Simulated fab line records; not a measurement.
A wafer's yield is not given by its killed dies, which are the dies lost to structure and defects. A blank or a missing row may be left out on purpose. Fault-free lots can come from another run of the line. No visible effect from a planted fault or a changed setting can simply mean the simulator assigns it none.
Struck lot and sound lot, side by side    flow nandHarc    14 out of 1159 route steps
Sound: these wafers, L782.2, L782.3, L782.5. Struck: wafers L794.1, L794.3 (left out: L794.5, a lot-mate that was not struck); the cause follows at the end.
Order at every step that has rows: each side's tool, ch and its chambers, its first start. Under that, the readings that differ: sound wafers    struck wafers    difference of the means    sigmas: that difference in standard deviations of wafers without a fault.
alike: same words and numbers on both sides, and readings whose means sit less than 2 such deviations apart. not compared: any withheld reading, any reading some wafer has no value for, any bound like >300 that may hide the same value, and any number with overlapping values for which the record gives no deviation.
Wherever a step has rows on one side only, a row that says differs or no value, or a row with sigmas, the two part there. Non-overlapping numbers with no deviation appear without sigmas and do not part them. A reading that every wafer of one side lacks parts them only if that side has two wafers or more.

NHARC_A_SOURCE_PLATE_THK_MEAS_09: measures by ellipsometry.
  sound: filmMetro-01 at day 8 01:56; struck: filmMetro-01 at day 10 17:43
  alike: thkNm
then, 3 steps without rows for these wafers: NHARC_A_SOURCE_PLATE_PVD_04 (deposits WSi2, target thk 50 nm); NHARC_A_SOURCE_PLATE_CVD_03 (deposits poly-Si, target thk 200 nm, time 4000 s); NHARC_A_SOURCE_PLATE_ANNEAL_05 (time 1800 s).
NHARC_A_SOURCE_PLATE_THK_MEAS_06: measures by ellipsometry.
  sound: filmMetro-01 at day 8 12:41; struck: filmMetro-02 at day 11 07:31
  alike: thkNm
NHARC_A_SOURCE_PLATE_INSPECT_08:
  sound: defectInspect-01 at day 8 12:47; struck: defectInspect-02 at day 11 07:35
  alike: rawDefectCount
after that, 1 step with no rows for these wafers: NHARC_A_ONON_D1_DEP_00 (target thk 1000 nm).
NHARC_A_ONON_D1_THK_MEAS_02: measures by ellipsometry.
  sound: filmMetro-02 at day 8 13:38; struck: filmMetro-01 at day 11 08:31
  alike: thkNm
after that, 1 step with no rows for these wafers: NHARC_A_ONON_D1_DEP_03 (target thk 1000 nm).
NHARC_A_ONON_D1_THK_MEAS_05: measures by ellipsometry.
  sound: filmMetro-02 at day 8 14:19; struck: filmMetro-02 at day 11 09:05
  alike: thkNm
NHARC_A_ONON_D1_DEP_06: target thk 1000 nm.
  sound on pecvdOnon-03 ch 0, day 8 14:26; struck on pecvdOnon-03 ch 0, day 11 09:08
reading            sound           struck     difference  sigmas
n2FlowSccm (sccm)  2737 2747 2742  2757 2766  +20         +2
NHARC_A_ONON_D1_THK_MEAS_08: measures by ellipsometry.
  sound: filmMetro-01 at day 8 14:53; struck: filmMetro-02 at day 11 09:39
reading     sound           struck   difference  sigmas
thkNm (nm)  1002 1001 1003  655 656  -346        -40
after that, 1 step with no rows for these wafers: NHARC_A_ONON_D1_DEP_09 (target thk 1000 nm).
-- the record jumps here: 12 days lie between the struck wafers' starts before and after (it left off in module A_ONON_D1 and takes up again in module END, whose first step shown is number 1159 of the route) --
NHARC_END_SORT_01:
  only the struck wafers appear in the record here, on prober-02 ch 0 at day 23 20:20; the sound ones have no rows

WHERE THEY PART
At NHARC_A_ONON_D1_DEP_06 first; at NHARC_END_SORT_01 last (within this record only).

WHY: what the simulator had put in
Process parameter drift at NHARC_A_ONON_D1_DEP_06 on pecvdOnon-03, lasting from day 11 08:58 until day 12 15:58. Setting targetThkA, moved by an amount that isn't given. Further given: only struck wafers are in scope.
